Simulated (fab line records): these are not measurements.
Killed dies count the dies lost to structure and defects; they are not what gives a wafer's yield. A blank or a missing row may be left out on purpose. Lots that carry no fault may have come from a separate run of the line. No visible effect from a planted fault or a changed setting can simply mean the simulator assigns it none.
Matching of chambers -- flow n5 finfet -- N5_BEOL_M13_TRENCH_ETCH_34 on rie diel-06: 4 sister chambers
The step etches SiOC in C4F8/O2/Ar, target depth 413.47 nm, time 162.6 s. 22 wafers are shown with their chamber, then 11 later ones without.

WAFERS, EACH WITH ITS CHAMBER
wafer,chamber,showerhead plenum p Torr (Torr),drypump motor current A (A),rf vpp V (V)
L074.2,2,3.29,5.5,663
L074.3,1,3.27,5.9,661
L074.6,1,3.27,6.0,662
L079.1,2,3.28,5.5,661
L079.3,3,3.25,6.4,660
L079.5,2,3.29,5.5,662
L083.1,0,3.51,5.5,668
L083.3,2,3.28,5.5,661
L083.6,1,3.27,5.9,662
L081.2,1,3.27,5.9,662
L081.5,0,3.51,5.5,667
L081.6,3,3.25,6.4,660
L082.2,2,3.28,5.5,661
L082.3,3,3.24,6.4,660
L082.6,0,3.51,5.5,667
L086.3,2,3.28,5.4,661
L086.4,3,3.24,6.4,660
L086.5,0,3.51,5.5,668
L089.1,1,3.26,5.9,662
L089.4,2,3.28,5.5,661
L089.6,0,3.51,5.5,668
L090.1,2,3.27,5.5,661

SIGNATURES (averages over the wafers above)
reading,chamber 0,chamber 1,chamber 2,chamber 3,scatter within a chamber
showerhead plenum p Torr,3.5100,3.2680,3.2812,3.2450,0.0051
drypump motor current A,5.500,5.920,5.487,6.400,0.0305
rf vpp V,667.60,661.80,661.38,660.00,0.571
Rule: for each reading, subtract the chamber's mean from the wafer's reading, divide by that reading's scatter and square the result; add these up over the readings and take the root, which gives the wafer's distance from the chamber. The wafer belongs to the nearest chamber; if the next one is less than 2 further off, it can't be placed. The scatter is the square root of a quotient: the sum, over the shown wafers, of each reading's squared deviation from its chamber's mean, divided by wafers minus chambers.

WAFERS WITHOUT THEIR CHAMBER
wafer,showerhead plenum p Torr (Torr),drypump motor current A (A),rf vpp V (V)
L090.3,3.26,6.0,661
L090.4,3.51,5.5,668
L092.3,3.27,5.4,661
L092.5,3.50,5.5,668
L092.6,3.25,5.9,660
L093.1,3.25,5.9,662
L093.3,3.27,5.5,661
L093.5,3.27,5.4,662
L096.2,3.63,6.4,671
L096.3,3.25,5.9,661
L096.5,3.26,5.5,661

WHICH CHAMBER EACH ONE RAN IN
wafer,from the rows above,in truth
L090.3,1,1
L090.4,0,0
L092.3,2,2
L092.5,0,0
L092.6,1,1
L093.1,1,1
L093.3,2,2
L093.5,2,2
L096.2,0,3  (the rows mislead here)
L096.3,1,1
L096.5,2,2
10 of 11 placed correctly. Number that these rows cannot place: 0. Placed wrongly: 1.
